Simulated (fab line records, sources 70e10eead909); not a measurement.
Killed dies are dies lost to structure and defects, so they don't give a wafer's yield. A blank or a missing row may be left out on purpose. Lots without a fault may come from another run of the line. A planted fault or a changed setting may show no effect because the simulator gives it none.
Chamber matching | flow nand_harc | NHARC_A_STAIRCASE_STRIP_476 on rie_diel-08: 4 sister chambers
The step strips in O2, time 20 s. 8 wafers are shown with their chamber, then 9 later ones without.

WAFERS WITH THEIR CHAMBER
wafer  | chamber | showerhead_plenum_p_Torr (Torr) | oes_product_au (a.u.)
L076.4 | 0       | 3.41                            | 0.998
L080.6 | 1       | 3.70                            | 1.004
L081.1 | 2       | 3.31                            | 1.017
L081.2 | 0       | 3.40                            | 0.995
L081.5 | 3       | 3.46                            | 0.998
L085.1 | 1       | 3.69                            | 0.988
L085.5 | 3       | 3.46                            | 0.999
L085.6 | 2       | 3.31                            | 1.001

WAFERS WITHOUT THEIR CHAMBER
wafer  | showerhead_plenum_p_Torr (Torr) | oes_product_au (a.u.)
L088.2 | 3.31                            | 0.999
L088.4 | 3.45                            | 0.994
L088.6 | 3.31                            | 1.011
L091.1 | 3.39                            | 1.000
L091.3 | 3.30                            | 1.000
L091.6 | 3.39                            | 1.009
L093.1 | 3.30                            | 1.010
L093.2 | 3.68                            | 0.999
L093.3 | 3.45                            | 0.987

WHICH CHAMBER EACH WENT THROUGH
wafer  | from the rows above | in truth
L088.2 | 2                   | 2
L088.4 | 3                   | 3
L088.6 | 2                   | 2
L091.1 | 0                   | 0
L091.3 | 2                   | 2
L091.6 | 0                   | 0
L093.1 | 2                   | 2
L093.2 | 1                   | 1
L093.3 | 3                   | 3
Placed correctly: 9 of 9. Can't be placed from these rows: 0. Placed wrongly: 0.
How it was worked out, from the rows above alone: a wafer's distance from a chamber is the root of the sum, over the readings, of the square of ((its reading less the chamber's mean) divided by the reading's scatter). The wafer belongs to the nearest chamber; if the next one is less than 2 further off, it can't be placed. A chamber's mean is the mean of its shown wafers. The scatter: the root of (the sum of the squares of (reading less its chamber's mean) over the shown wafers, divided by (wafers less chambers)).
